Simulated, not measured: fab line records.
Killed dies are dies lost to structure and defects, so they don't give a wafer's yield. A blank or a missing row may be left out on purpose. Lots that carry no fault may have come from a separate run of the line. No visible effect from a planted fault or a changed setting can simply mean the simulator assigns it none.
Split-lot trial | flow n5_finfet | on a route of 1938 steps: 7 lots, 21 wafers read

== ABOUT THE SPLIT ==
At N5_HKMG_FIN_COAT_29 (time 60 s, resist thk 300 nm), the setting spin_rpm was moved away from the recipe's 1500 rpm on 4 of the 21 wafers read, by -10.2% to +8.8%. For the rest of the wafers, this setting stayed at what the recipe calls for.

The split's own step is where the reading is taken.

== THE READING ==
SOC_of_HKMG_FIN_COAT_29.thk_nm (the simulator's own value, which no gauge read), in nm, at N5_HKMG_FIN_COAT_29 (time 60 s, resist thk 300 nm). No usual value for it is given in the file. Across the 17 wafers here that went through the recipe, the average is 299.8 nm and the standard deviation 0.7 nm.

wafer  | tool, chamber at the split | spin_rpm as run, rpm | against the recipe | SOC_of_HKMG_FIN_COAT_29.thk_nm, nm | against lot-mates on the recipe
L074.1 | litho_track-03, 0          | 1500                 | recipe             | 301.2                              | -
L074.4 | litho_track-03, 0          | 1500                 | recipe             | 300.8                              | -
L074.5 | litho_track-03, 0          | 1632                 | +8.8%              | 287.6                              | -13.4
L077.1 | litho_track-02, 0          | 1500                 | recipe             | 300.2                              | -
L077.3 | litho_track-02, 0          | 1347                 | -10.2%             | 317.4                              | +17.5
L077.6 | litho_track-02, 0          | 1500                 | recipe             | 299.6                              | -
L076.1 | litho_track-02, 0          | 1500                 | recipe             | 300.2                              | -
L076.2 | litho_track-02, 0          | 1500                 | recipe             | 300.6                              | -
L076.3 | litho_track-02, 0          | 1500                 | recipe             | 299.2                              | -
L078.2 | litho_track-03, 0          | 1500                 | recipe             | 300.6                              | -
L078.3 | litho_track-03, 0          | 1500                 | recipe             | 299.6                              | -
L078.6 | litho_track-03, 0          | 1500                 | recipe             | 300.2                              | -
L081.1 | litho_track-03, 0          | 1583                 | +5.5%              | 291                                | -8.4
L081.3 | litho_track-03, 0          | 1500                 | recipe             | 300                                | -
L081.4 | litho_track-03, 0          | 1500                 | recipe             | 298.8                              | -
L085.1 | litho_track-03, 0          | 1500                 | recipe             | 299                                | -
L085.4 | litho_track-03, 0          | 1500                 | recipe             | 299.4                              | -
L085.5 | litho_track-03, 0          | 1500                 | recipe             | 299.2                              | -
L088.1 | litho_track-05, 0          | 1500                 | recipe             | 299                                | -
L088.2 | litho_track-05, 0          | 1500                 | recipe             | 299.2                              | -
L088.3 | litho_track-05, 0          | 1602                 | +6.8%              | 289.6                              | -9.5

FIT RESULTS
A straight line over all 21 wafers: SOC_of_HKMG_FIN_COAT_29.thk_nm changes by -1.58 nm for each +1% of spin_rpm; r = -0.99; the points scatter about the line by 0.83 nm.
The same after taking each lot's own level away (the mean of its wafers on the recipe; 21 wafers): -1.58 nm for each +1%; r = -1.00; scatter 0.56 nm.
That fit puts the effect of the largest move of spin_rpm on the reading at 16 nm.
The lots' own levels span 299.10 to 301.00 nm, that is 2.7 times the standard deviation above.
Hence the lot-to-lot level has little effect on the slope; both slopes agree.
Check: for one of the wafers moved furthest among these (-10.2%), held out of the fit, the line's prediction against its lot-mates is +15.1 nm. Against them it came out at +17.5 nm.

== ADDITIONAL SPLITS CARRIED BY THESE WAFERS ==
Other splits were also applied to these wafers ahead of the reading. Each is held against what the fit with the lots' levels taken away leaves over:
other split on the same wafers     | wafers away from the commonest value | r with SOC_of_HKMG_FIN_COAT_29.thk_nm (lot level and that fit taken away)
N5_FIN_CUT_ETCH_21 time_s          | 3                                    | +0.11
N5_DUMMY_GATE_COAT_28 spin_rpm     | 6                                    | -0.19
N5_SD_EPI_N_ETCH_45 target_depth_a | 8                                    | -0.02
N5_SDB_HM_DEP_00 time_s            | 5                                    | -0.09

== FILE'S OWN FIT ==
SOC_of_HKMG_FIN_COAT_29.thk_nm changes by -1.58 nm for each +1% of spin_rpm, r = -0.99.
